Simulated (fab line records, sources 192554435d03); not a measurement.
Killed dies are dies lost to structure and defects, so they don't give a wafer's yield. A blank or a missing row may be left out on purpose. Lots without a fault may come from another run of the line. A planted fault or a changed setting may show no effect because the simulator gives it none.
Which tool did it? | flow n5_finfet | 10 lots, 29 wafers sampled, at 5 steps of a route of 1938

WHAT THE GAUGES READ, wafer by wafer
N5_BEOL_M4_RC_MEAS_101. Usual: DIBL_N 36.1 mV/V, standard deviation 1.7; DIBL_P 35.9 mV/V, standard deviation 2.1; IOFF_N 0.154 nA/um, standard deviation 0.029; IOFF_P 0.21 nA/um, standard deviation 0.035; ION_N 673 uA/um, standard deviation 10; ION_P 463 uA/um, standard deviation 7.5; SS_N 71.6 mV/dec, standard deviation 0.59; SS_P 73.2 mV/dec, standard deviation 0.69; VT_N 250.5 mV, standard deviation 2.9; VT_P -250 mV, standard deviation 3.2.
lot  | measured     | on        | DIBL_N (mV/V)  | DIBL_P (mV/V)  | IOFF_N (nA/um)    | IOFF_P (nA/um) | ION_N (uA/um) | ION_P (uA/um) | SS_N (mV/dec)  | SS_P (mV/dec)  | VT_N (mV)         | VT_P (mV)      | flag
L988 | day 9 07:53  | prober-01 | 36.0 36.3 38.3 | 36.4 36.3 39.3 | 0.148 0.160 0.189 | 0.21 0.22 0.27 | 673 675 690   | 468 465 474   | 71.7 70.9 71.7 | 73.7 73.5 74.4 | 253.1 252.2 247.2 | -250 -247 -246 |
L989 | day 9 14:58  | prober-02 | 34.4 39.7 37.1 | 34.3 39.3 37.0 | 0.115 0.204 0.149 | 0.14 0.20 0.18 | 653 664 666   | 443 447 453   | 70.9 72.2 72.0 | 71.9 73.8 73.4 | 253.0 248.9 252.5 | -259 -254 -256 |
L991 | day 9 15:22  | prober-01 | 36.4 33.6 34.9 | 37.0 34.0 35.1 | 0.176 0.135 0.156 | 0.25 0.20 0.22 | 679 673 679   | 468 466 468   | 71.1 70.8 71.6 | 73.8 72.3 73.7 | 247.4 251.4 251.6 | -247 -248 -248 |
L990 | day 9 20:05  | prober-02 | 35.8 36.5 36.2 | 35.7 37.4 37.3 | 0.138 0.160 0.155 | 0.22 0.24 0.24 | 664 672 674   | 461 469 466   | 71.4 71.9 72.1 | 72.8 73.1 72.9 | 252.6 249.0 246.5 | -250 -248 -247 |
L993 | day 10 12:09 | prober-02 | 37.4 35.2 34.7 | 37.2 35.1 34.6 | 0.176 0.135 0.126 | 0.23 0.20 0.18 | 692 687 679   | 477 476 466   | 72.4 71.7 72.3 | 74.2 73.3 72.6 | 247.8 250.7 253.0 | -248 -252 -252 |
L994 | day 11 10:22 | prober-01 | 35.9 36.2 38.0 | 35.1 35.7 38.0 | 0.149 0.153 0.192 | 0.18 0.19 0.23 | 667 683 683   | 454 465 467   | 72.2 71.1 71.8 | 73.1 72.3 73.2 | 250.0 248.9 244.7 | -253 -251 -249 |
L997 | day 11 12:33 | prober-01 | 35.5 38.1 34.7 | 33.6 36.0 32.0 | 0.129 0.174 0.118 | 0.17 0.21 0.15 | 671 686 653   | 458 459 445   | 71.4 71.9 70.9 | 73.4 73.2 72.0 | 253.9 246.4 252.6 | -256 -250 -253 |
L995 | day 11 12:47 | prober-02 | 35.3 35.3 32.9 | 35.5 35.3 32.6 | 0.162 0.161 0.119 | 0.23 0.23 0.19 | 678 677 666   | 464 464 459   | 71.4 70.8 70.7 | 74.0 73.5 71.7 | 251.4 250.4 253.0 | -245 -248 -247 |
L106 | day 13 18:20 | prober-02 | 36.1 36.5      | 34.5 35.5      | 0.143 0.158       | 0.21 0.22      | 668 676       | 466 468       | 70.9 71.9      | 72.8 72.2      | 252.3 247.6       | -247 -249      |
L108 | day 14 10:16 | prober-02 | 36.6 36.2 38.7 | 33.7 33.5 37.3 | 0.141 0.131 0.171 | 0.17 0.17 0.21 | 670 669 675   | 458 457 456   | 71.2 70.7 71.6 | 73.6 72.3 73.7 | 252.5 253.5 247.2 | -254 -254 -250 |

N5_BEOL_M6_THK_MEAS_01. Usual: M6_ILD_THK 155.4 nm, standard deviation 2.
lot  | measured     | on            | M6_ILD_THK (nm)   | flag
L988 | day 9 20:47  | film_metro-01 | 157.1 155.7 158.8 |
L989 | day 10 03:36 | film_metro-01 | 153.7 152.7 156.6 |
L991 | day 10 06:15 | film_metro-01 | 155.2 157.6 155.4 |
L990 | day 10 08:52 | film_metro-01 | 154.7 160.8 156.0 |
L993 | day 11 01:23 | film_metro-02 | 154.3 151.3 158.4 |
L994 | day 11 23:16 | film_metro-02 | 155.6 155.6 158.0 |
L997 | day 12 01:50 | film_metro-01 | 152.9 154.4 157.8 |
L995 | day 12 03:39 | film_metro-02 | 157.8 157.9 155.9 |
L106 | day 14 06:13 | film_metro-02 | 238.9 156.9       | OFF
L108 | day 15 04:11 | film_metro-01 | 155.1 154.7 157.1 |

WHICH TOOL RAN EACH LOT (tool, then ch and the chambers of the sampled wafers, then the start)
lot  | N5_BEOL_M5_SPUTTER_81        | N5_BEOL_M5_SPUTTER_88        | N5_BEOL_M6_ILD_DEP_00
L988 | pvd_sputter-02, day 9 15:49  | pvd_sputter-02, day 9 17:59  | pecvd-01 ch 0,2, day 9 20:13
L989 | pvd_sputter-02, day 9 22:32  | pvd_sputter-02, day 10 00:43 | pecvd-01 ch 0,1,2, day 10 03:02
L991 | pvd_sputter-03, day 10 00:39 | pvd_sputter-03, day 10 02:49 | pecvd-02 ch 0,1, day 10 05:40
L990 | pvd_sputter-01, day 10 03:38 | pvd_sputter-01, day 10 05:49 | pecvd-01 ch 1,2, day 10 08:17
L993 | pvd_sputter-03, day 10 20:26 | pvd_sputter-03, day 10 22:37 | pecvd-01 ch 1,2, day 11 00:49
L994 | pvd_sputter-03, day 11 18:03 | pvd_sputter-03, day 11 20:14 | pecvd-03 ch 0,2, day 11 22:32
L997 | pvd_sputter-01, day 11 20:12 | pvd_sputter-01, day 11 22:23 | pecvd-02 ch 0,1,2, day 12 01:16
L995 | pvd_sputter-02, day 11 22:41 | pvd_sputter-02, day 12 00:51 | pecvd-02 ch 0,1,2, day 12 03:05
L106 | pvd_sputter-01, day 14 01:01 | pvd_sputter-01, day 14 03:11 | pecvd-01 ch 0,2, day 14 05:38
L108 | pvd_sputter-01, day 14 22:06 | pvd_sputter-01, day 15 00:17 | pecvd-03 ch 0,1,2, day 15 03:08
- N5_BEOL_M5_SPUTTER_81: material Cu, target thk 15 nm, time 27.62 s.
- N5_BEOL_M5_SPUTTER_88: material Cu, target thk 15 nm, time 27.62 s.
- N5_BEOL_M6_ILD_DEP_00: deposits SiCOH lowk from DEMS/porogen, target thk 179.75 nm, time 33.4 s.

WHAT THE TOOLS THEMSELVES READ (means of the sampled wafers that have a number; where no wafer has one, the mark that the record gives instead)
N5_BEOL_M5_SPUTTER_81. Usual: throttle_valve_pct 30.0 %, standard deviation 1.1.
lot  | tool           | throttle_valve_pct (%) | flag
L988 | pvd_sputter-02 | 30.6                   |
L989 | pvd_sputter-02 | 30.7                   |
L991 | pvd_sputter-03 | 29.0                   |
L990 | pvd_sputter-01 | 28.7                   |
L993 | pvd_sputter-03 | 28.8                   |
L994 | pvd_sputter-03 | 29.1                   |
L997 | pvd_sputter-01 | 29.5                   |
L995 | pvd_sputter-02 | 30.2                   |
L106 | pvd_sputter-01 | 30.6                   |
L108 | pvd_sputter-01 | 29.8                   |

N5_BEOL_M5_SPUTTER_88. Usual: throttle_valve_pct 30.0 %, standard deviation 1.1.
lot  | tool           | throttle_valve_pct (%) | flag
L988 | pvd_sputter-02 | 30.9                   |
L989 | pvd_sputter-02 | 30.6                   |
L991 | pvd_sputter-03 | 29.1                   |
L990 | pvd_sputter-01 | 28.7                   |
L993 | pvd_sputter-03 | 28.8                   |
L994 | pvd_sputter-03 | 29.0                   |
L997 | pvd_sputter-01 | 29.7                   |
L995 | pvd_sputter-02 | 30.3                   |
L106 | pvd_sputter-01 | 30.4                   |
L108 | pvd_sputter-01 | 29.8                   |

N5_BEOL_M6_ILD_DEP_00. Usual: chamber_pressure_Torr 5.001 Torr, standard deviation 0.011; heater_power_w 307 W, standard deviation 43; showerhead_plenum_p_Torr 5.730 Torr, standard deviation 0.013; throttle_valve_pct 13.7 %, standard deviation 0.75.
lot  | tool     | chamber_pressure_Torr (Torr) | heater_power_w (W) | showerhead_plenum_p_Torr (Torr) | throttle_valve_pct (%) | flag
L988 | pecvd-01 | 4.997                        | 331                | 5.717                           | 13.6                   |
L989 | pecvd-01 | 4.999                        | 296                | 5.716                           | 13.8                   |
L991 | pecvd-02 | 5.004                        | 320                | 5.744                           | 13.4                   |
L990 | pecvd-01 | 4.999                        | 261                | 5.732                           | 13.6                   |
L993 | pecvd-01 | 5.015                        | 342                | 5.723                           | 13.3                   |
L994 | pecvd-03 | 4.988                        | 336                | 5.740                           | 13.5                   |
L997 | pecvd-02 | 5.016                        | 318                | 5.735                           | 13.5                   |
L995 | pecvd-02 | 4.989                        | 308                | 5.732                           | 13.4                   |
L106 | pecvd-01 | 4.997                        | 306                | 5.726                           | 13.9                   |
L108 | pecvd-03 | 4.999                        | 332                | 5.741                           | 13.8                   |

THE ANSWER, worked out from the rows above alone
Rule: a lot is off if the mean of its wafers that have a number lies more than 3 standard deviations from the usual mean. A lot without any number at a reading at which 4 lots or more have one is off too. The other lots that the step has rows for count as sound. The gauges are gone through in route order, then the tools' own readings, and for those a lot's mean is taken as printed above. The first step at which some lot is off is used, and at that step the reading that is off furthest; a lot without a number counts as furthest.
Off: L106, at N5_BEOL_M6_THK_MEAS_01 (M6_ILD_THK).
A tool fits if, at a process step before that reading, it ran every lot that is off, and no sound lot after the first of them. The gauges at N5_BEOL_M6_THK_MEAS_01 are tried like those tools. Can't be told from this: 2 tools fit, pecvd-01 at N5_BEOL_M6_ILD_DEP_00, film_metro-02 at N5_BEOL_M6_THK_MEAS_01.

WHAT THE SIMULATOR HAD PUT IN
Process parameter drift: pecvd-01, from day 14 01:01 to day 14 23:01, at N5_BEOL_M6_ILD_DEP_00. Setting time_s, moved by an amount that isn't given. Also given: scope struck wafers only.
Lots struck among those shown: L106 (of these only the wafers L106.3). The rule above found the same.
